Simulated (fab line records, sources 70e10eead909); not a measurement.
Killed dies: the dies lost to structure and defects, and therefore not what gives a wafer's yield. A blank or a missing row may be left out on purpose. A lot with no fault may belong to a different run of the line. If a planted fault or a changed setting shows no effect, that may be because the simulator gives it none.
8D (eight disciplines) problem report, filled in by code | flow nand harc | the parts of the form that need people (team, actions taken, sign-off) are left out

== 1. WHAT WENT WRONG ==
At NHARC_P_M1_SOFTBAKE_04, heater power total W averages 183.07 W over 6 wafers from 2 lots, while fault-free wafers read 188.45 W, standard deviation 0.14. That puts it -38 standard deviations away from the usual mean.
The step: time 55 s.
First observed at day 13 23:00: wafer L336.1, on litho track-04. Wafers with a number at this step in the record: 39, from 13 lots. By rule, "out" or "out of limits" means more than 4 standard deviations away from the usual mean. All remaining wafers that have a number are taken as sound.

== 2. WHAT IT IS, WHAT IT ISN'T ==
question                    | is                     | is not
which readings at this step | heater power total W   | -
which lots                  | L336, L337             | L317, L318, L319, L322, L323, L324, L325, L326, L327, L328, L338
which wafers of those lots  | all that have a number | -
read on which tools         | litho track-04         | litho track-01, litho track-06
when                        | from day 13 23:00      | up to then (30 sound wafers); but 3 sound wafers of L338 came after

== 3. THE SUSPECTS, EACH WITH WHAT RULES IT OUT ==
Counting: a tool stays on the suspect list if, at a process step up to the reading, it processed all lots that are out and no sound lot following the first of them.
- pvd sputter-03 at NHARC_P_M0_DEGAS_28 (time 60 s): ruled out as a lasting fault. Following L336 (day 13 21:26), the first lot on it that is out, the sound lots L338 were run on it.
- litho track-04 at NHARC_P_M1_SOFTBAKE_04 (time 55 s): kept. It ran every lot that is out, first L336 (day 13 23:00), and no sound lot after that; its last sound lot up to then is L325 (day 9 19:00). Its own readings are out on those wafers: heater power total W.
Remaining after the count: litho track-04 at NHARC_P_M1_SOFTBAKE_04.

== 4. THE CAUSE (what the simulator had put in) ==
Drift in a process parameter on litho track-04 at NHARC_P_M1_SOFTBAKE_04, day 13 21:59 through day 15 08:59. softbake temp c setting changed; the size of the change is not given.
The count eliminated every tool but this one.

== 5. THE CHAIN OF EFFECTS, in route order ==
One row per reading whose mean, taken over the struck wafers that have a number, lies over 3 standard deviations from the usual. Readings are gone through only where the record gives a usual standard deviation; hours: the median, over the lots, of the time from a lot's start at the first step in this table giving one to that lot's start at this step; sigmas: the change measured in usual standard deviations.
hours | step                   | reading              | usual    | on struck wafers | change | sigmas
0     | NHARC_P_M1_SOFTBAKE_04 | heater power total W | 188.45 W | 183.07           | -5.38  | -38
It contains these process steps:
- NHARC_P_M1_SOFTBAKE_04: time 55 s.

== 6. HOW IT WOULD HAVE BEEN CAUGHT EARLIER ==
In this record the first reading out of limits was taken at day 13 23:00, 1 hour after the fault began at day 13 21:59.
